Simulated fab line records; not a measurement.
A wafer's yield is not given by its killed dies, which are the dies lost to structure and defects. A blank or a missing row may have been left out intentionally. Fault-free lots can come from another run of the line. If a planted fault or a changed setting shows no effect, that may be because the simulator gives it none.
Which tool was responsible? || flow n5-finfet || Sampling: 9 lots, 25 wafers, 5 of 1938 route steps

## WHAT THE GAUGES SHOWED, per wafer
N5_BEOL_M4_RC_MEAS_101.
{"lot": "L929", "measured": "day 8 13:30", "on": "prober-01", "DIBL_N (mV/V)": "36.4 35.6 35.0"}
{"lot": "L930", "measured": "day 8 22:27", "on": "prober-01", "DIBL_N (mV/V)": "34.8 37.8 35.3"}
{"lot": "L932", "measured": "day 9 17:29", "on": "prober-01", "DIBL_N (mV/V)": "36.7 38.2 37.4"}
{"lot": "L933", "measured": "day 9 15:53", "on": "prober-02", "DIBL_N (mV/V)": "37.3 36.3"}
{"lot": "L934", "measured": "day 10 00:16", "on": "prober-02", "DIBL_N (mV/V)": "37.0 36.4"}
{"lot": "L945", "measured": "day 13 12:47", "on": "prober-01", "DIBL_N (mV/V)": "38.1 37.2 38.8"}
{"lot": "L946", "measured": "day 13 08:37", "on": "prober-02", "DIBL_N (mV/V)": "34.3 34.2 34.4"}
{"lot": "L947", "measured": "day 13 10:40", "on": "prober-01", "DIBL_N (mV/V)": "35.1 36.1 35.9"}
{"lot": "L948", "measured": "day 14 00:35", "on": "prober-02", "DIBL_N (mV/V)": "36.8 36.1 36.3"}

## WHAT TOOL EACH LOT RAN ON (gives the tool, then ch and the chambers of the sampled wafers, and finally the start)
{"lot": "L929", "N5_FIN_SAQP_MANDREL2_REMOVE_60": "rie-si-05 ch 0,3, day 3 04:33", "N5_FIN_SAQP_FIN_ETCH_36": "rie-si-02 ch 0,2,3, day 3 04:59", "N5_FIN_CUT_DESCUM_13": "rie-diel-02 ch 1,3, day 3 05:47", "N5_FIN_CUT_CUT_ETCH_26": "rie-diel-02 ch 1,3, day 3 06:14"}
{"lot": "L930", "N5_FIN_SAQP_MANDREL2_REMOVE_60": "rie-si-02 ch 0,1,3, day 3 08:33", "N5_FIN_SAQP_FIN_ETCH_36": "rie-si-05 ch 0,1,2, day 3 08:59", "N5_FIN_CUT_DESCUM_13": "rie-diel-02 ch 0,1,3, day 3 09:47", "N5_FIN_CUT_CUT_ETCH_26": "rie-diel-02 ch 0,1,3, day 3 10:14"}
{"lot": "L932", "N5_FIN_SAQP_MANDREL2_REMOVE_60": "rie-si-05 ch 0,1,2, day 3 23:58", "N5_FIN_SAQP_FIN_ETCH_36": "rie-si-04 ch 0,1, day 4 00:25", "N5_FIN_CUT_DESCUM_13": "rie-diel-02 ch 0,3, day 4 01:05", "N5_FIN_CUT_CUT_ETCH_26": "rie-diel-02 ch 0,3, day 4 01:32"}
{"lot": "L933", "N5_FIN_SAQP_MANDREL2_REMOVE_60": "rie-si-05 ch 0,3, day 4 05:08", "N5_FIN_SAQP_FIN_ETCH_36": "rie-si-02 ch 1,3, day 4 05:35", "N5_FIN_CUT_DESCUM_13": "rie-diel-02 ch 0,3, day 4 06:47", "N5_FIN_CUT_CUT_ETCH_26": "rie-diel-02 ch 0,3, day 4 07:13"}
{"lot": "L934", "N5_FIN_SAQP_MANDREL2_REMOVE_60": "rie-si-04 ch 1,2, day 4 08:28", "N5_FIN_SAQP_FIN_ETCH_36": "rie-si-05 ch 0,3, day 4 08:55", "N5_FIN_CUT_DESCUM_13": "rie-diel-02 ch 1,2, day 4 09:43", "N5_FIN_CUT_CUT_ETCH_26": "rie-diel-02 ch 1,2, day 4 10:09"}
{"lot": "L945", "N5_FIN_SAQP_MANDREL2_REMOVE_60": "rie-si-04 ch 0,3, day 7 01:43", "N5_FIN_SAQP_FIN_ETCH_36": "rie-si-05 ch 0,1,2, day 7 02:13", "N5_FIN_CUT_DESCUM_13": "rie-diel-02 ch 1,2, day 7 02:54", "N5_FIN_CUT_CUT_ETCH_26": "rie-diel-02 ch 1,2, day 7 03:20"}
{"lot": "L946", "N5_FIN_SAQP_MANDREL2_REMOVE_60": "rie-si-05 ch 0,1,3, day 7 08:35", "N5_FIN_SAQP_FIN_ETCH_36": "rie-si-02 ch 0,1,3, day 7 09:01", "N5_FIN_CUT_DESCUM_13": "rie-diel-05 ch 1,3, day 7 09:42", "N5_FIN_CUT_CUT_ETCH_26": "rie-diel-05 ch 1,3, day 7 10:08"}
{"lot": "L947", "N5_FIN_SAQP_MANDREL2_REMOVE_60": "rie-si-02 ch 1,2,3, day 7 13:38", "N5_FIN_SAQP_FIN_ETCH_36": "rie-si-02 ch 1,2,3, day 7 14:04", "N5_FIN_CUT_DESCUM_13": "rie-diel-05 ch 1,3, day 7 14:45", "N5_FIN_CUT_CUT_ETCH_26": "rie-diel-05 ch 1,3, day 7 15:11"}
{"lot": "L948", "N5_FIN_SAQP_MANDREL2_REMOVE_60": "rie-si-04 ch 0,2,3, day 7 20:45", "N5_FIN_SAQP_FIN_ETCH_36": "rie-si-05 ch 1,3, day 7 21:13", "N5_FIN_CUT_DESCUM_13": "rie-diel-04 ch 1,2,3, day 7 21:53", "N5_FIN_CUT_CUT_ETCH_26": "rie-diel-04 ch 1,2,3, day 7 22:19"}
- N5_FIN_SAQP_MANDREL2_REMOVE_60: chemistry HBr/Cl2/O2, target a-Si, stops on SiNx, bt time 10 s.
- N5_FIN_SAQP_FIN_ETCH_36: etches the open film in HBr/Cl2/O2, target depth 120 nm, time 50.4 s.
- N5_FIN_CUT_DESCUM_13: chemistry O2, time 7 s.
- N5_FIN_CUT_CUT_ETCH_26: etches SiNx in CH3F/O2, target depth 39 nm, time 55.7 s.

## THE ANSWER, worked out from the rows above alone
Rule: usual is defined by the lots themselves. The widest of any qualifying gaps counts: lots, ordered by their means at a reading, are off when they make up no more than a third of the lots, leave a main group of 4 or more, and stand apart from it by 3 or more times the standard deviation of that group's means. If all means in a main group match to the digits the tables above print for the reading, that group is not used. A lot without any number at a reading at which 4 lots or more have one is off too. Any other lot the step has rows for is counted as sound.
Across all readings shown, no lot is off: no conclusion can be drawn from this.

## WHAT THE SIMULATOR HAD PUT IN
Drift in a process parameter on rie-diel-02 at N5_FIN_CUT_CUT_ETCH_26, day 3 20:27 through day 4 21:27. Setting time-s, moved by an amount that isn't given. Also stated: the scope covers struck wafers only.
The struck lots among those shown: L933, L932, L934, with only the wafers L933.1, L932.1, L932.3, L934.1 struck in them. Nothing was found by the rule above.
